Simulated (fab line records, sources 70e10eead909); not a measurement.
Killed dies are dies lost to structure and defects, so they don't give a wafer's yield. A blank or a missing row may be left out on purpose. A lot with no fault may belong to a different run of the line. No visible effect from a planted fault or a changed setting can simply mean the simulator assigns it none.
The tool behind it: which one? | flow nandHarc | 12 lots, 36 wafers sampled, at 5 steps of a route of 1159

== WHAT EACH GAUGE READ, for each wafer ==
NHARC_A_M1_THK_MEAS_24: measures by xrf. Usual: 154.8 nm for thkNm, sd 1.5.
lot  | measured     | on           | thkNm (nm)        | flag
L103 | day 18 00:37 | filmMetro-02 | 154.4 151.4 150.4 | 
L104 | day 18 01:19 | filmMetro-02 | 153.6 155.0 153.6 | 
L105 | day 18 03:10 | filmMetro-01 | 154.6 155.4 155.5 | 
L102 | day 19 03:46 | filmMetro-01 | 153.2 155.2 156.6 | 
L107 | day 19 04:14 | filmMetro-02 | 156.4 156.3 154.2 | 
L110 | day 20 00:46 | filmMetro-02 | 154.9 153.6 153.0 | 
L118 | day 21 15:34 | filmMetro-01 | 156.2 155.8 154.6 | 
L119 | day 22 07:05 | filmMetro-01 | 157.7 153.8 156.1 | 
L120 | day 22 08:51 | filmMetro-02 | 157.5 155.9 156.4 | 
L122 | day 23 08:59 | filmMetro-02 | 154.7 154.5 154.4 | 
L123 | day 23 12:46 | filmMetro-01 | 156.0 154.3 153.5 | 
L124 | day 23 13:30 | filmMetro-02 | 157.4 153.8 154.5 | 

NHARC_END_SORT_01. Usual: defectLimitedYield 95.1 %, standard deviation 1.6; killedAtArray 29, standard deviation 11; killedAtOther 0.6, standard deviation 1; killedAtPeriphery 3.1, standard deviation 2.1; killedDies 33, standard deviation 11; killedOpen 3.1, standard deviation 1.9; killedShort 1.9, standard deviation 1.5; sort_bin_2_pct 1.5 %, standard deviation 0.66; sort_bin_3_pct 0.29 %, standard deviation 0.23; sort_bin_4_pct 3.1 %, standard deviation 0.98; sortNPass 644, standard deviation 11; sortRimYieldPct 96.9 %, standard deviation 2.3; sortYieldPct 95.1 %, standard deviation 1.6.
lot  | measured     | on        | defectLimitedYield (%) | killedAtArray | killedAtOther | killedAtPeriphery | killedDies | killedOpen | killedShort | sort_bin_2_pct (%) | sort_bin_3_pct (%) | sort_bin_4_pct (%) | sortNPass   | sortRimYieldPct (%) | sortYieldPct (%) | flag
L102 | day 20 23:13 | prober-02 | 94.2 95.6 96.8         | 30 26 17      | 5 1 2         | 4 3 3             | 39 30 22   | 8 1 0      | 2 2 4       | 1.8 1.5 0.9        | 0.30 0.15 0        | 3.7 2.8 2.4        | 638 647 655 | 95.3 94.3 97.2      | 94.2 95.6 96.8   | 
L110 | day 21 15:00 | prober-01 | 97.9 96.9 98.7         | 11 18 6       | 1 1 0         | 2 2 3             | 14 21 9    | 2 1 2      | 2 3 1       | 0.6 0.9 0.3        | 0.15 0.15 0.15     | 1.3 2.1 0.9        | 663 656 668 | 100.0 98.1 99.1     | 97.9 96.9 98.7   | 

== EACH LOT AND THE TOOL THAT RAN IT (in order: tool; ch and the chambers of the sampled wafers; start) ==
lot  | NHARC_A_M1_PRE_CLEAN_32         | NHARC_THIN_TSV_DEGAS_53     | NHARC_THIN_TSV_ETCH_36
L103 | pecvd-02 ch 0,1,2, day 18 00:51 | pvdSputter-03, day 19 05:19 | rieMetal-01 ch 0,1, day 19 07:01
L104 | pecvd-02 ch 0,2, day 18 01:32   | pvdSputter-03, day 19 05:56 | rieMetal-02 ch 0,1, day 19 07:41
L105 | pecvd-02 ch 0,2, day 18 03:23   | pvdSputter-01, day 19 05:04 | rieMetal-02 ch 0,1, day 19 06:37
L102 | pecvd-02 ch 0,2, day 19 03:59   | pvdSputter-01, day 20 08:10 | rieMetal-03 ch 0,1, day 20 09:46
L107 | pecvd-04 ch 1,2, day 19 04:29   | pvdSputter-01, day 20 02:08 | rieMetal-02 ch 0,1, day 20 03:41
L110 | pecvd-02 ch 0,2, day 20 01:36   | pvdSputter-03, day 21 04:05 | rieMetal-02 ch 0,1, day 21 05:47
L118 | pecvd-02 ch 0,1,2, day 21 15:49 | pvdSputter-03, day 22 17:28 | rieMetal-01 ch 1, day 22 19:15
L119 | pecvd-02 ch 0,2, day 22 07:19   | pvdSputter-03, day 23 12:22 | rieMetal-01 ch 0,1, day 23 13:56
L120 | pecvd-01 ch 0,1,2, day 22 09:05 | pvdSputter-01, day 23 10:58 | rieMetal-03 ch 0,1, day 23 12:38
L122 | pecvd-01 ch 0,1,2, day 23 09:13 | pvdSputter-02, day 24 10:50 | rieMetal-03 ch 0,1, day 24 12:32
L123 | pecvd-02 ch 0,2, day 23 12:59   | pvdSputter-02, day 24 11:49 | rieMetal-01 ch 0,1, day 24 13:31
L124 | pecvd-02 ch 0,1,2, day 23 13:44 | pvdSputter-01, day 24 13:41 | rieMetal-03 ch 0,1, day 24 15:22
- NHARC_A_M1_PRE_CLEAN_32: time 12 s.
- NHARC_THIN_TSV_DEGAS_53: time 60 s.
- NHARC_THIN_TSV_ETCH_36: etches the open film in Cl2/BCl3, target depth 65 nm, time 18.571 s.

== AS READ BY THE TOOLS THEMSELVES (means over the sampled wafers that have a number; for cases with no such wafer, the mark the record gives instead) ==
NHARC_A_M1_PRE_CLEAN_32. Usual: 634 W for heaterPowerW, sd 92.
lot  | tool     | heaterPowerW (W) | flag
L103 | pecvd-02 | 606              | 
L104 | pecvd-02 | 628              | 
L105 | pecvd-02 | 632              | 
L102 | pecvd-02 | 643              | 
L107 | pecvd-04 | 664              | 
L110 | pecvd-02 | 661              | 
L118 | pecvd-02 | 641              | 
L119 | pecvd-02 | 701              | 
L120 | pecvd-01 | 587              | 
L122 | pecvd-01 | 597              | 
L123 | pecvd-02 | 626              | 
L124 | pecvd-02 | 655              | 

NHARC_THIN_TSV_DEGAS_53. Usual: 423 W for heaterPowerW, sd 34.
lot  | tool          | heaterPowerW (W) | flag
L103 | pvdSputter-03 | 448              | 
L104 | pvdSputter-03 | 453              | 
L105 | pvdSputter-01 | 412              | 
L102 | pvdSputter-01 | 421              | 
L107 | pvdSputter-01 | 426              | 
L110 | pvdSputter-03 | 424              | 
L118 | pvdSputter-03 | 389              | 
L119 | pvdSputter-03 | 412              | 
L120 | pvdSputter-01 | 434              | 
L122 | pvdSputter-02 | 451              | 
L123 | pvdSputter-02 | 420              | 
L124 | pvdSputter-01 | 431              | 

NHARC_THIN_TSV_ETCH_36. Usual: chamberPressureMTorr 10.001 mTorr, standard deviation 0.0091; drypumpMotorCurrentA 5.70 A, standard deviation 0.28; oesProductAu 1.006 a.u., standard deviation 0.013.
lot  | tool        | chamberPressureMTorr (mTorr) | drypumpMotorCurrentA (A) | oesProductAu (a.u.) | flag
L103 | rieMetal-01 | 9.992                        | 5.97                     | 1.007               | 
L104 | rieMetal-02 | 10.005                       | 5.81                     | 1.005               | 
L105 | rieMetal-02 | 9.999                        | 5.70                     | 1.006               | 
L102 | rieMetal-03 | 9.999                        | 5.52                     | 1.003               | 
L107 | rieMetal-02 | 9.991                        | 5.80                     | 1.001               | 
L110 | rieMetal-02 | 10.007                       | 5.82                     | 1.010               | 
L118 | rieMetal-01 | 10.005                       | 6.14                     | 1.016               | 
L119 | rieMetal-01 | 9.999                        | 5.98                     | 1.010               | 
L120 | rieMetal-03 | 9.996                        | 5.43                     | 1.011               | 
L122 | rieMetal-03 | 9.996                        | 5.44                     | 1.000               | 
L123 | rieMetal-01 | 10.005                       | 5.85                     | 1.005               | 
L124 | rieMetal-03 | 9.996                        | 5.44                     | 1.001               | 

== THE ANSWER, worked out from the rows above alone ==
Rule: a lot counts as off when the mean over its wafers that have a number is more than 3 standard deviations away from the usual mean. A lot without any number at a reading at which 4 lots or more have one is off too. Any other lot the step has rows for is counted as sound. The gauges are gone through in route order, then the tools' own readings, and for those a lot's mean is taken as printed above. The first step at which some lot is off is used, and at that step the reading that is off furthest; a lot without a number counts as furthest.
No lot is off at any reading shown: from this, nothing can be told.

== WHAT HAD BEEN PUT IN BY THE SIMULATOR ==
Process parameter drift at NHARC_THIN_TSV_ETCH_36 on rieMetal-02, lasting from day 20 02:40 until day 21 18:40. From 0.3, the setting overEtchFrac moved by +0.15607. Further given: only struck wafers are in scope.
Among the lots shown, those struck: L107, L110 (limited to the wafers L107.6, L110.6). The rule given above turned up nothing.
